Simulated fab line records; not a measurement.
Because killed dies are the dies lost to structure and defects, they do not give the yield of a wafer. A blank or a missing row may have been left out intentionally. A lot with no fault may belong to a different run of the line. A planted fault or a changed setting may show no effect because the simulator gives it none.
fab line records :: flow nand_harc
record:
  lots: 13
  wafers: 39
  last_day: 31
route steps=1302 shown A_CHANNEL_FILL_D1@492
lots with no fault: from the same line, run without faults
start_h: the number of hours between the record's first day and the start of the first shown wafer of the lot :: wait_h: time in hours since the lot's previous step :: " same as the row above :: L1.1+2: several wafers, shown together as one row :: - either no value or no given start :: * or withheld: withheld :: < > ~ a bound
route shown NAME@n: a module of which the file shows steps, and the number in the route of the first :: usual: mean/standard deviation taken from wafers without a fault :: same: alike in all rows :: chamber/n: place in a boat :: sites: readings site by site :: _std_site: standard deviation of those values :: _edge_site: the outer-site mean with the inner-site mean subtracted :: radius_mm: how far each site lies from the wafer's centre :: mask NAME#n: copy n :: behind: the most recent tool/chamber to have shaped the wafer :: hold: the reason the lot was held/the length of the hold in hours/how it ended :: device: the n, p or np transistor that did not switch :: end of line: the same wafers' tests at the end of the route :: where a step has no rows: the recipe by itself :: killed: dies that structure and defects cost at the first sort, which is not the same as the wafer's yield :: map: dies across one wafer; x = killed, . = not, _ = none there
set.NAME: the run value of the setting; set.NAME@STEP: its run value at that earlier step :: model.NAME: the simulator's own value behind a step, which no gauge read
a sample of lots followed through the steps of the route, with each step as a table and each wafer as a row
services: the hour from which a tool's chamber was out of use, counted from the record's first day as start_h (under 0 if before that day), plus the number of hours and why
== steps ==
step: NHARC_A_CHANNEL_FILL_D1_ALD_02
recipe:
  target_thk_a: 60
  pulse_time_s: 10
  ald_cycles: 60
  temp_c: 300
  material: SiO2
usual:
  ald_cycles: 60/0
  heater_power_outer_w: 253/26
  heater_power_w: 453/34
  precursor_pulse_height_rel: 1.000/0.019
same:
  pulse_time_s: 10
lot.wafer: L918.3
tool: ald_hk-03
chamber: 2
start_h: 205.68
wait_h: -
ald_cycles: 60
heater_power_outer_w: 282
heater_power_w: 490
precursor_pulse_height_rel: 1.025

lot.wafer: L918.4
tool: ald_hk-03
chamber: 0
start_h: 205.68
wait_h: -
ald_cycles: 60
heater_power_outer_w: 241
heater_power_w: 466
precursor_pulse_height_rel: 0.984

lot.wafer: L918.2
tool: ald_hk-03
chamber: 1
start_h: 205.68
wait_h: -
ald_cycles: 60
heater_power_outer_w: 243
heater_power_w: 440
precursor_pulse_height_rel: 0.974

lot.wafer: L921.2
tool: ald_hk-04
chamber: 1
start_h: 215.00
wait_h: -
ald_cycles: 60
heater_power_outer_w: 250
heater_power_w: 461
precursor_pulse_height_rel: 0.994

lot.wafer: L921.3
tool: ald_hk-04
chamber: 0
start_h: 215.00
wait_h: -
ald_cycles: 60
heater_power_outer_w: 270
heater_power_w: 460
precursor_pulse_height_rel: 1.003

lot.wafer: L921.6
tool: ald_hk-04
chamber: 1
start_h: 215.00
wait_h: -
ald_cycles: 60
heater_power_outer_w: 252
heater_power_w: 463
precursor_pulse_height_rel: 1.011

lot.wafer: L922.1
tool: ald_hk-03
chamber: 2
start_h: 224.45
wait_h: -
ald_cycles: 60
heater_power_outer_w: 292
heater_power_w: 488
precursor_pulse_height_rel: 1.000

lot.wafer: L922.4
tool: ald_hk-03
chamber: 1
start_h: 224.45
wait_h: -
ald_cycles: 60
heater_power_outer_w: 245
heater_power_w: 462
precursor_pulse_height_rel: 1.022

lot.wafer: L922.5
tool: ald_hk-03
chamber: 2
start_h: 224.45
wait_h: -
ald_cycles: 60
heater_power_outer_w: 296
heater_power_w: 482
precursor_pulse_height_rel: 0.986

lot.wafer: L924.4
tool: ald_hk-01
chamber: 2
start_h: 245.97
wait_h: -
ald_cycles: 60
heater_power_outer_w: 231
heater_power_w: 427
precursor_pulse_height_rel: 0.988

lot.wafer: L924.3
tool: ald_hk-01
chamber: 3
start_h: 245.97
wait_h: -
ald_cycles: 60
heater_power_outer_w: 223
heater_power_w: 390
precursor_pulse_height_rel: 0.980

lot.wafer: L924.5
tool: ald_hk-01
chamber: 1
start_h: 245.97
wait_h: -
ald_cycles: 60
heater_power_outer_w: 286
heater_power_w: 497
precursor_pulse_height_rel: 0.998

lot.wafer: L925.3
tool: ald_hk-03
chamber: 2
start_h: 269.49
wait_h: -
ald_cycles: 60
heater_power_outer_w: 295
heater_power_w: 479
precursor_pulse_height_rel: 1.017

lot.wafer: L925.2
tool: ald_hk-03
chamber: 1
start_h: 269.49
wait_h: -
ald_cycles: 60
heater_power_outer_w: 246
heater_power_w: 471
precursor_pulse_height_rel: 0.988

lot.wafer: L925.6
tool: ald_hk-03
chamber: 2
start_h: 269.49
wait_h: -
ald_cycles: 60
heater_power_outer_w: 299
heater_power_w: 509
precursor_pulse_height_rel: 0.986

lot.wafer: L926.1
tool: ald_hk-01
chamber: 1
start_h: 273.60
wait_h: -
ald_cycles: 60
heater_power_outer_w: 286
heater_power_w: 488
precursor_pulse_height_rel: 1.006

lot.wafer: L926.5
tool: ald_hk-01
chamber: 1
start_h: 273.60
wait_h: -
ald_cycles: 60
heater_power_outer_w: 287
heater_power_w: 487
precursor_pulse_height_rel: 1.014

lot.wafer: L926.6
tool: ald_hk-01
chamber: 2
start_h: 273.60
wait_h: -
ald_cycles: 60
heater_power_outer_w: 236
heater_power_w: 442
precursor_pulse_height_rel: 0.992

lot.wafer: L927.4
tool: ald_hk-03
chamber: 0
start_h: 277.92
wait_h: -
ald_cycles: 60
heater_power_outer_w: 246
heater_power_w: 461
precursor_pulse_height_rel: 1.015

lot.wafer: L927.3
tool: ald_hk-03
chamber: 1
start_h: 277.92
wait_h: -
ald_cycles: 60
heater_power_outer_w: 251
heater_power_w: 453
precursor_pulse_height_rel: 1.007

lot.wafer: L927.6
tool: ald_hk-03
chamber: 3
start_h: 277.92
wait_h: -
ald_cycles: 60
heater_power_outer_w: 262
heater_power_w: 462
precursor_pulse_height_rel: 1.043

lot.wafer: L928.4
tool: ald_hk-03
chamber: 0
start_h: 292.72
wait_h: -
ald_cycles: 60
heater_power_outer_w: 247
heater_power_w: 462
precursor_pulse_height_rel: 1.018

lot.wafer: L928.3
tool: ald_hk-03
chamber: 3
start_h: 292.72
wait_h: -
ald_cycles: 60
heater_power_outer_w: 260
heater_power_w: 481
precursor_pulse_height_rel: 1.001

lot.wafer: L928.6
tool: ald_hk-03
chamber: 1
start_h: 292.72
wait_h: -
ald_cycles: 60
heater_power_outer_w: 254
heater_power_w: 482
precursor_pulse_height_rel: 1.011

lot.wafer: L929.3
tool: ald_hk-04
chamber: 0
start_h: 297.35
wait_h: -
ald_cycles: 60
heater_power_outer_w: 281
heater_power_w: 449
precursor_pulse_height_rel: 1.005

lot.wafer: L929.5
tool: ald_hk-04
chamber: 0
start_h: 297.35
wait_h: -
ald_cycles: 60
heater_power_outer_w: 277
heater_power_w: 439
precursor_pulse_height_rel: 1.002

lot.wafer: L929.6
tool: ald_hk-04
chamber: 1
start_h: 297.35
wait_h: -
ald_cycles: 60
heater_power_outer_w: 263
heater_power_w: 480
precursor_pulse_height_rel: 1.018

lot.wafer: L932.2
tool: ald_hk-04
chamber: 3
start_h: 328.98
wait_h: -
ald_cycles: 60
heater_power_outer_w: 247
heater_power_w: 453
precursor_pulse_height_rel: 0.977

lot.wafer: L932.3
tool: ald_hk-04
chamber: 1
start_h: 328.98
wait_h: -
ald_cycles: 60
heater_power_outer_w: 261
heater_power_w: 476
precursor_pulse_height_rel: 1.010

lot.wafer: L932.5
tool: ald_hk-04
chamber: 3
start_h: 328.98
wait_h: -
ald_cycles: 60
heater_power_outer_w: 252
heater_power_w: 451
precursor_pulse_height_rel: 1.015

lot.wafer: L931.2
tool: ald_hk-01
chamber: 0
start_h: 329.03
wait_h: -
ald_cycles: 60
heater_power_outer_w: 187
heater_power_w: 362
precursor_pulse_height_rel: 0.984

lot.wafer: L931.6
tool: ald_hk-01
chamber: 3
start_h: 329.03
wait_h: -
ald_cycles: 60
heater_power_outer_w: 238
heater_power_w: 405
precursor_pulse_height_rel: 0.999

lot.wafer: L931.5
tool: ald_hk-01
chamber: 0
start_h: 329.03
wait_h: -
ald_cycles: 60
heater_power_outer_w: 194
heater_power_w: 359
precursor_pulse_height_rel: 0.999

lot.wafer: L936.2
tool: ald_hk-03
chamber: 0
start_h: 369.27
wait_h: -
ald_cycles: 60
heater_power_outer_w: 240
heater_power_w: 464
precursor_pulse_height_rel: 1.012

lot.wafer: L936.4
tool: ald_hk-03
chamber: 1
start_h: 369.27
wait_h: -
ald_cycles: 60
heater_power_outer_w: 254
heater_power_w: 476
precursor_pulse_height_rel: 0.993

lot.wafer: L936.5
tool: ald_hk-03
chamber: 3
start_h: 369.27
wait_h: -
ald_cycles: 60
heater_power_outer_w: 252
heater_power_w: 474
precursor_pulse_height_rel: 1.038

lot.wafer: L937.4
tool: ald_hk-03
chamber: 2
start_h: 376.89
wait_h: -
ald_cycles: 60
heater_power_outer_w: 299
heater_power_w: 507
precursor_pulse_height_rel: 0.981

lot.wafer: L937.2
tool: ald_hk-03
chamber: 3
start_h: 376.89
wait_h: -
ald_cycles: 60
heater_power_outer_w: 258
heater_power_w: 474
precursor_pulse_height_rel: 0.995

lot.wafer: L937.1
tool: ald_hk-03
chamber: 0
start_h: 376.89
wait_h: -
ald_cycles: 60
heater_power_outer_w: 257
heater_power_w: 456
precursor_pulse_height_rel: 0.999
step: NHARC_A_CHANNEL_FILL_D1_ALD_03
recipe:
  target_thk_a: 60
  pulse_time_s: 60
  ald_cycles: 58
  temp_c: 630
  pressure_torr: 2
  material: SiNx
usual:
  ald_cycles: 58/0
  precursor_pulse_height_rel: 0.999/0.018
same:
  pulse_time_s: 60
lot.wafer: L918.2
tool: ald_sin_batch-02
chamber: 0
start_h: -
wait_h: -
ald_cycles: 58
precursor_pulse_height_rel: 0.977

lot.wafer: L918.3
tool: ald_sin_batch-02
chamber: 0
start_h: -
wait_h: -
ald_cycles: 58
precursor_pulse_height_rel: 0.999

lot.wafer: L918.4
tool: ald_sin_batch-02
chamber: 0
start_h: -
wait_h: -
ald_cycles: 58
precursor_pulse_height_rel: 1.007

lot.wafer: L921.2
tool: ald_sin_batch-01
chamber: 0
start_h: -
wait_h: -
ald_cycles: 58
precursor_pulse_height_rel: 1.001

lot.wafer: L921.3
tool: ald_sin_batch-01
chamber: 0
start_h: -
wait_h: -
ald_cycles: 58
precursor_pulse_height_rel: 0.969

lot.wafer: L921.6
tool: ald_sin_batch-01
chamber: 0
start_h: -
wait_h: -
ald_cycles: 58
precursor_pulse_height_rel: 1.004

lot.wafer: L922.1
tool: ald_sin_batch-01
chamber: 0
start_h: -
wait_h: -
ald_cycles: 58
precursor_pulse_height_rel: 0.965

lot.wafer: L922.4
tool: ald_sin_batch-01
chamber: 0
start_h: -
wait_h: -
ald_cycles: 58
precursor_pulse_height_rel: 1.004

lot.wafer: L922.5
tool: ald_sin_batch-01
chamber: 0
start_h: -
wait_h: -
ald_cycles: 58
precursor_pulse_height_rel: 1.012

lot.wafer: L924.3
tool: ald_sin_batch-01
chamber: 0
start_h: -
wait_h: -
ald_cycles: 58
precursor_pulse_height_rel: 0.983

lot.wafer: L924.4
tool: ald_sin_batch-01
chamber: 0
start_h: -
wait_h: -
ald_cycles: 58
precursor_pulse_height_rel: 1.019

lot.wafer: L924.5
tool: ald_sin_batch-01
chamber: 0
start_h: -
wait_h: -
ald_cycles: 58
precursor_pulse_height_rel: 1.014

lot.wafer: L925.2
tool: ald_sin_batch-01
chamber: 0
start_h: -
wait_h: -
ald_cycles: 58
precursor_pulse_height_rel: 1.016

lot.wafer: L925.3
tool: ald_sin_batch-01
chamber: 0
start_h: -
wait_h: -
ald_cycles: 58
precursor_pulse_height_rel: 0.997

lot.wafer: L925.6
tool: ald_sin_batch-01
chamber: 0
start_h: -
wait_h: -
ald_cycles: 58
precursor_pulse_height_rel: 0.981

lot.wafer: L926.1
tool: ald_sin_batch-01
chamber: 0
start_h: -
wait_h: -
ald_cycles: 58
precursor_pulse_height_rel: 1.022

lot.wafer: L926.5
tool: ald_sin_batch-01
chamber: 0
start_h: -
wait_h: -
ald_cycles: 58
precursor_pulse_height_rel: 1.006

lot.wafer: L926.6
tool: ald_sin_batch-01
chamber: 0
start_h: -
wait_h: -
ald_cycles: 58
precursor_pulse_height_rel: 1.011

lot.wafer: L927.3
tool: ald_sin_batch-03
chamber: 0
start_h: -
wait_h: -
ald_cycles: 58
precursor_pulse_height_rel: 0.993

lot.wafer: L927.4
tool: ald_sin_batch-03
chamber: 0
start_h: -
wait_h: -
ald_cycles: 58
precursor_pulse_height_rel: 0.994

lot.wafer: L927.6
tool: ald_sin_batch-03
chamber: 0
start_h: -
wait_h: -
ald_cycles: 58
precursor_pulse_height_rel: 1.008

lot.wafer: L928.3
tool: ald_sin_batch-02
chamber: 0
start_h: -
wait_h: -
ald_cycles: 58
precursor_pulse_height_rel: 0.994

lot.wafer: L928.4
tool: ald_sin_batch-02
chamber: 0
start_h: -
wait_h: -
ald_cycles: 58
precursor_pulse_height_rel: 1.010

lot.wafer: L928.6
tool: ald_sin_batch-02
chamber: 0
start_h: -
wait_h: -
ald_cycles: 58
precursor_pulse_height_rel: 1.009

lot.wafer: L929.3
tool: ald_sin_batch-02
chamber: 0
start_h: -
wait_h: -
ald_cycles: 58
precursor_pulse_height_rel: 0.985

lot.wafer: L929.5
tool: ald_sin_batch-02
chamber: 0
start_h: -
wait_h: -
ald_cycles: 58
precursor_pulse_height_rel: 1.004

lot.wafer: L929.6
tool: ald_sin_batch-02
chamber: 0
start_h: -
wait_h: -
ald_cycles: 58
precursor_pulse_height_rel: 0.958

lot.wafer: L931.2
tool: ald_sin_batch-01
chamber: 0
start_h: -
wait_h: -
ald_cycles: 58
precursor_pulse_height_rel: 0.988

lot.wafer: L931.5
tool: ald_sin_batch-01
chamber: 0
start_h: -
wait_h: -
ald_cycles: 58
precursor_pulse_height_rel: 0.987

lot.wafer: L931.6
tool: ald_sin_batch-01
chamber: 0
start_h: -
wait_h: -
ald_cycles: 58
precursor_pulse_height_rel: 0.972

lot.wafer: L932.2
tool: ald_sin_batch-01
chamber: 0
start_h: -
wait_h: -
ald_cycles: 58
precursor_pulse_height_rel: 1.009

lot.wafer: L932.3
tool: ald_sin_batch-01
chamber: 0
start_h: -
wait_h: -
ald_cycles: 58
precursor_pulse_height_rel: 1.016

lot.wafer: L932.5
tool: ald_sin_batch-01
chamber: 0
start_h: -
wait_h: -
ald_cycles: 58
precursor_pulse_height_rel: 0.994

lot.wafer: L936.2
tool: ald_sin_batch-03
chamber: 0
start_h: -
wait_h: -
ald_cycles: 58
precursor_pulse_height_rel: 1.002

lot.wafer: L936.4
tool: ald_sin_batch-03
chamber: 0
start_h: -
wait_h: -
ald_cycles: 58
precursor_pulse_height_rel: 1.005

lot.wafer: L936.5
tool: ald_sin_batch-03
chamber: 0
start_h: -
wait_h: -
ald_cycles: 58
precursor_pulse_height_rel: 1.000

lot.wafer: L937.1
tool: ald_sin_batch-02
chamber: 0
start_h: -
wait_h: -
ald_cycles: 58
precursor_pulse_height_rel: 1.012

lot.wafer: L937.2
tool: ald_sin_batch-02
chamber: 0
start_h: -
wait_h: -
ald_cycles: 58
precursor_pulse_height_rel: 0.980

lot.wafer: L937.4
tool: ald_sin_batch-02
chamber: 0
start_h: -
wait_h: -
ald_cycles: 58
precursor_pulse_height_rel: 0.982
step: NHARC_A_CHANNEL_FILL_D1_ALD_15
recipe:
  target_thk_a: 20
  pulse_time_s: 60
  ald_cycles: 19
  temp_c: 630
  pressure_torr: 2
  material: SiNx
usual:
  ald_cycles: 19/0
  precursor_pulse_height_rel: 1.000/0.021
same:
  pulse_time_s: 60
lot.wafer: L918.2
tool: ald_sin_batch-03
chamber: 0
start_h: 215.20
wait_h: -
ald_cycles: 19
precursor_pulse_height_rel: 0.980

lot.wafer: L918.3
tool: ald_sin_batch-03
chamber: 0
start_h: 215.20
wait_h: -
ald_cycles: 19
precursor_pulse_height_rel: 0.985

lot.wafer: L918.4
tool: ald_sin_batch-03
chamber: 0
start_h: 215.20
wait_h: -
ald_cycles: 19
precursor_pulse_height_rel: 0.971

lot.wafer: L921.2
tool: ald_sin_batch-01
chamber: 0
start_h: 225.10
wait_h: -
ald_cycles: 19
precursor_pulse_height_rel: 1.026

lot.wafer: L921.3
tool: ald_sin_batch-01
chamber: 0
start_h: 225.10
wait_h: -
ald_cycles: 19
precursor_pulse_height_rel: 1.001

lot.wafer: L921.6
tool: ald_sin_batch-01
chamber: 0
start_h: 225.10
wait_h: -
ald_cycles: 19
precursor_pulse_height_rel: 1.018

lot.wafer: L922.1
tool: ald_sin_batch-03
chamber: 0
start_h: 234.58
wait_h: -
ald_cycles: 19
precursor_pulse_height_rel: 1.028

lot.wafer: L922.4
tool: ald_sin_batch-03
chamber: 0
start_h: 234.58
wait_h: -
ald_cycles: 19
precursor_pulse_height_rel: 1.001

lot.wafer: L922.5
tool: ald_sin_batch-03
chamber: 0
start_h: 234.58
wait_h: -
ald_cycles: 19
precursor_pulse_height_rel: 1.039

lot.wafer: L924.3
tool: ald_sin_batch-01
chamber: 0
start_h: 255.97
wait_h: -
ald_cycles: 19
precursor_pulse_height_rel: 0.975

lot.wafer: L924.4
tool: ald_sin_batch-01
chamber: 0
start_h: 255.97
wait_h: -
ald_cycles: 19
precursor_pulse_height_rel: 0.963

lot.wafer: L924.5
tool: ald_sin_batch-01
chamber: 0
start_h: 255.97
wait_h: -
ald_cycles: 19
precursor_pulse_height_rel: 1.019

lot.wafer: L925.2
tool: ald_sin_batch-03
chamber: 0
start_h: 279.64
wait_h: -
ald_cycles: 19
precursor_pulse_height_rel: 0.998

lot.wafer: L925.3
tool: ald_sin_batch-03
chamber: 0
start_h: 279.64
wait_h: -
ald_cycles: 19
precursor_pulse_height_rel: 1.037

lot.wafer: L925.6
tool: ald_sin_batch-03
chamber: 0
start_h: 279.64
wait_h: -
ald_cycles: 19
precursor_pulse_height_rel: 1.012

lot.wafer: L926.1
tool: ald_sin_batch-01
chamber: 0
start_h: 284.48
wait_h: -
ald_cycles: 19
precursor_pulse_height_rel: 1.012

lot.wafer: L926.5
tool: ald_sin_batch-01
chamber: 0
start_h: 284.48
wait_h: -
ald_cycles: 19
precursor_pulse_height_rel: 1.006

lot.wafer: L926.6
tool: ald_sin_batch-01
chamber: 0
start_h: 284.48
wait_h: -
ald_cycles: 19
precursor_pulse_height_rel: 1.010

lot.wafer: L927.3
tool: ald_sin_batch-03
chamber: 0
start_h: 289.65
wait_h: -
ald_cycles: 19
precursor_pulse_height_rel: 1.010

lot.wafer: L927.4
tool: ald_sin_batch-03
chamber: 0
start_h: 289.65
wait_h: -
ald_cycles: 19
precursor_pulse_height_rel: 0.972

lot.wafer: L927.6
tool: ald_sin_batch-03
chamber: 0
start_h: 289.65
wait_h: -
ald_cycles: 19
precursor_pulse_height_rel: 0.953

lot.wafer: L928.3
tool: ald_sin_batch-03
chamber: 0
start_h: 305.36
wait_h: -
ald_cycles: 19
precursor_pulse_height_rel: 0.993

lot.wafer: L928.4
tool: ald_sin_batch-03
chamber: 0
start_h: 305.36
wait_h: -
ald_cycles: 19
precursor_pulse_height_rel: 1.004

lot.wafer: L928.6
tool: ald_sin_batch-03
chamber: 0
start_h: 305.36
wait_h: -
ald_cycles: 19
precursor_pulse_height_rel: 1.026

lot.wafer: L929.3
tool: ald_sin_batch-02
chamber: 0
start_h: 308.84
wait_h: -
ald_cycles: 19
precursor_pulse_height_rel: 0.996

lot.wafer: L929.5
tool: ald_sin_batch-02
chamber: 0
start_h: 308.84
wait_h: -
ald_cycles: 19
precursor_pulse_height_rel: 1.009

lot.wafer: L929.6
tool: ald_sin_batch-02
chamber: 0
start_h: 308.84
wait_h: -
ald_cycles: 19
precursor_pulse_height_rel: 0.982

lot.wafer: L931.2
tool: ald_sin_batch-02
chamber: 0
start_h: 339.14
wait_h: -
ald_cycles: 19
precursor_pulse_height_rel: 1.019

lot.wafer: L931.5
tool: ald_sin_batch-02
chamber: 0
start_h: 339.14
wait_h: -
ald_cycles: 19
precursor_pulse_height_rel: 0.949

lot.wafer: L931.6
tool: ald_sin_batch-02
chamber: 0
start_h: 339.14
wait_h: -
ald_cycles: 19
precursor_pulse_height_rel: 1.036

lot.wafer: L932.2
tool: ald_sin_batch-02
chamber: 0
start_h: 339.14
wait_h: -
ald_cycles: 19
precursor_pulse_height_rel: 0.999

lot.wafer: L932.3
tool: ald_sin_batch-02
chamber: 0
start_h: 339.14
wait_h: -
ald_cycles: 19
precursor_pulse_height_rel: 1.016

lot.wafer: L932.5
tool: ald_sin_batch-02
chamber: 0
start_h: 339.14
wait_h: -
ald_cycles: 19
precursor_pulse_height_rel: 0.991

lot.wafer: L936.2
tool: ald_sin_batch-01
chamber: 0
start_h: 379.35
wait_h: -
ald_cycles: 15
precursor_pulse_height_rel: 1.023

lot.wafer: L936.4
tool: ald_sin_batch-01
chamber: 0
start_h: 379.35
wait_h: -
ald_cycles: 15
precursor_pulse_height_rel: 0.985

lot.wafer: L936.5
tool: ald_sin_batch-01
chamber: 0
start_h: 379.35
wait_h: -
ald_cycles: 15
precursor_pulse_height_rel: 0.982

lot.wafer: L937.1
tool: ald_sin_batch-01
chamber: 0
start_h: 387.05
wait_h: -
ald_cycles: 15
precursor_pulse_height_rel: 0.995

lot.wafer: L937.2
tool: ald_sin_batch-01
chamber: 0
start_h: 387.05
wait_h: -
ald_cycles: 15
precursor_pulse_height_rel: 0.993

lot.wafer: L937.4
tool: ald_sin_batch-01
chamber: 0
start_h: 387.05
wait_h: -
ald_cycles: 15
precursor_pulse_height_rel: 0.997
step: NHARC_A_CHANNEL_FILL_D1_THK_MEAS_06
recipe:
  thk_meas_gauge: ellipsometry
usual:
  thk_nm: 5.1/0.96
lot.wafer: L918.2
tool: film_metro-01
chamber: -
start_h: 242.15
wait_h: 0.4
thk_nm: 5.1

lot.wafer: L918.3
tool: film_metro-01
chamber: -
start_h: 242.15
wait_h: 0.4
thk_nm: 4.4

lot.wafer: L918.4
tool: film_metro-01
chamber: -
start_h: 242.15
wait_h: 0.4
thk_nm: 4.9

lot.wafer: L921.2
tool: film_metro-02
chamber: -
start_h: 253.25
wait_h: 0.4
thk_nm: 6.8

lot.wafer: L921.3
tool: film_metro-02
chamber: -
start_h: 253.25
wait_h: 0.4
thk_nm: 6.0

lot.wafer: L921.6
tool: film_metro-02
chamber: -
start_h: 253.25
wait_h: 0.4
thk_nm: 3.8

lot.wafer: L922.1
tool: film_metro-01
chamber: -
start_h: 263.67
wait_h: 0.4
thk_nm: 5.3

lot.wafer: L922.4
tool: film_metro-01
chamber: -
start_h: 263.67
wait_h: 0.4
thk_nm: 6.6

lot.wafer: L922.5
tool: film_metro-01
chamber: -
start_h: 263.67
wait_h: 0.4
thk_nm: 6.1

lot.wafer: L924.3
tool: film_metro-02
chamber: -
start_h: 282.69
wait_h: 0.4
thk_nm: 5.4

lot.wafer: L924.4
tool: film_metro-02
chamber: -
start_h: 282.69
wait_h: 0.4
thk_nm: 5.2

lot.wafer: L924.5
tool: film_metro-02
chamber: -
start_h: 282.69
wait_h: 0.4
thk_nm: 3.2

lot.wafer: L925.2
tool: film_metro-02
chamber: -
start_h: 305.41
wait_h: 0.4
thk_nm: 4.8

lot.wafer: L925.3
tool: film_metro-02
chamber: -
start_h: 305.41
wait_h: 0.4
thk_nm: 5.7

lot.wafer: L925.6
tool: film_metro-02
chamber: -
start_h: 305.41
wait_h: 0.4
thk_nm: 4.2

lot.wafer: L926.1
tool: film_metro-01
chamber: -
start_h: 310.34
wait_h: 0.4
thk_nm: 4.5

lot.wafer: L926.5
tool: film_metro-01
chamber: -
start_h: 310.34
wait_h: 0.4
thk_nm: 5.5

lot.wafer: L926.6
tool: film_metro-01
chamber: -
start_h: 310.34
wait_h: 0.4
thk_nm: 6.4

lot.wafer: L927.3
tool: film_metro-01
chamber: -
start_h: 316.76
wait_h: 0.4
thk_nm: 3.2

lot.wafer: L927.4
tool: film_metro-01
chamber: -
start_h: 316.76
wait_h: 0.4
thk_nm: 4.3

lot.wafer: L927.6
tool: film_metro-01
chamber: -
start_h: 316.76
wait_h: 0.4
thk_nm: 5.5

lot.wafer: L928.3
tool: film_metro-01
chamber: -
start_h: 332.22
wait_h: 0.4
thk_nm: 4.8

lot.wafer: L928.4
tool: film_metro-01
chamber: -
start_h: 332.22
wait_h: 0.4
thk_nm: 4.9

lot.wafer: L928.6
tool: film_metro-01
chamber: -
start_h: 332.22
wait_h: 0.4
thk_nm: 5.5

lot.wafer: L929.3
tool: film_metro-01
chamber: -
start_h: 332.23
wait_h: 0.4
thk_nm: 5.9

lot.wafer: L929.5
tool: film_metro-01
chamber: -
start_h: 332.23
wait_h: 0.4
thk_nm: 5.2

lot.wafer: L929.6
tool: film_metro-01
chamber: -
start_h: 332.23
wait_h: 0.4
thk_nm: 5.0

lot.wafer: L932.2
tool: film_metro-01
chamber: -
start_h: 365.92
wait_h: 0.4
thk_nm: 6.2

lot.wafer: L932.3
tool: film_metro-01
chamber: -
start_h: 365.92
wait_h: 0.4
thk_nm: 4.2

lot.wafer: L932.5
tool: film_metro-01
chamber: -
start_h: 365.92
wait_h: 0.4
thk_nm: 4.3

lot.wafer: L931.2
tool: film_metro-02
chamber: -
start_h: 365.92
wait_h: 0.4
thk_nm: 5.9

lot.wafer: L931.5
tool: film_metro-02
chamber: -
start_h: 365.92
wait_h: 0.4
thk_nm: 6.2

lot.wafer: L931.6
tool: film_metro-02
chamber: -
start_h: 365.92
wait_h: 0.4
thk_nm: 5.1

lot.wafer: L937.1
tool: film_metro-01
chamber: -
start_h: 410.70
wait_h: 0.4
thk_nm: 4.7

lot.wafer: L937.2
tool: film_metro-01
chamber: -
start_h: 410.70
wait_h: 0.4
thk_nm: 6.1

lot.wafer: L937.4
tool: film_metro-01
chamber: -
start_h: 410.70
wait_h: 0.4
thk_nm: 5.3

lot.wafer: L936.2
tool: film_metro-02
chamber: -
start_h: 410.70
wait_h: 0.4
thk_nm: 5.7

lot.wafer: L936.4
tool: film_metro-02
chamber: -
start_h: 410.70
wait_h: 0.4
thk_nm: 4.0

lot.wafer: L936.5
tool: film_metro-02
chamber: -
start_h: 410.70
wait_h: 0.4
thk_nm: 4.2
== services ==
tool: ald_hk-03
chamber: -
start_h: 213.92
hours: 10.0
kind: pm

tool: ald_hk-03
chamber: 0
start_h: 213.92
hours: 10.0
kind: vent_cycle

tool: ald_hk-03
chamber: 1
start_h: 213.92
hours: 10.0
kind: vent_cycle

tool: ald_hk-03
chamber: 2
start_h: 213.92
hours: 10.0
kind: vent_cycle

tool: ald_hk-03
chamber: 3
start_h: 213.92
hours: 10.0
kind: vent_cycle

tool: ald_hk-03
chamber: 0
start_h: 223.92
hours: -
kind: clean

tool: ald_hk-03
chamber: 1
start_h: 223.92
hours: -
kind: clean

tool: ald_hk-03
chamber: 2
start_h: 223.92
hours: -
kind: clean

tool: ald_hk-03
chamber: 3
start_h: 223.92
hours: -
kind: clean

tool: ald_hk-03
chamber: -
start_h: 238.01
hours: 0.6
kind: repair

tool: ald_hk-04
chamber: -
start_h: 257.62
hours: 10.0
kind: pm

tool: ald_hk-04
chamber: 0
start_h: 257.62
hours: 10.0
kind: vent_cycle

tool: ald_hk-04
chamber: 1
start_h: 257.62
hours: 10.0
kind: vent_cycle

tool: ald_hk-04
chamber: 2
start_h: 257.62
hours: 10.0
kind: vent_cycle

tool: ald_hk-04
chamber: 3
start_h: 257.62
hours: 10.0
kind: vent_cycle

tool: ald_sin_batch-02
chamber: -
start_h: 266.00
hours: 26.0
kind: pm

tool: ald_hk-04
chamber: 0
start_h: 267.62
hours: -
kind: clean

tool: ald_hk-04
chamber: 1
start_h: 267.62
hours: -
kind: clean

tool: ald_sin_batch-01
chamber: -
start_h: 287.40
hours: 24.0
kind: repair

tool: ald_sin_batch-03
chamber: -
start_h: 294.11
hours: 3.5
kind: repair

tool: ald_hk-01
chamber: -
start_h: 296.00
hours: 10.0
kind: pm

tool: ald_hk-03
chamber: -
start_h: 311.49
hours: 0.8
kind: repair

tool: ald_hk-04
chamber: -
start_h: 337.39
hours: 2.4
kind: repair

tool: ald_hk-04
chamber: -
start_h: 356.48
hours: 0.7
kind: repair
== key ==
first_sign:
  step: NHARC_A_CHANNEL_FILL_D1_ALD_15
  reading: ald_cycles
  direction: down
  sigmas: 99+
  usual: 19
  struck: 15
effect none on later readings
met_at NHARC_A_CHANNEL_FILL_D1_ALD_15
struck_lots L936,L937
tester_left_out L936,L937
not_acting_at NHARC_A_CHANNEL_FILL_D1_ALD_02,NHARC_A_CHANNEL_FILL_D1_ALD_03,NHARC_A_CHANNEL_FILL_D1_THK_MEAS_06
onset_between 284.48 379.35
fault:
  kind: process_parameter_drift
  tool: ald_sin_batch-01
  chamber: -
  onset_h: 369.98
  steps: NHARC_A_CHANNEL_FILL_D1_ALD_15
  channel: ald_cycles
  offset: -4
  shape: step
  end_h: 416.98
  acts_in: these_recipes_only
  stated: 19
tester_left_out: of these lots the tester's yield and bins aren't shown, on N5 and GAA mostly nor the transistor test; their killed dies are dies lost to structure and defects alone, not to doping, threshold or leakage, so they don't give the yield
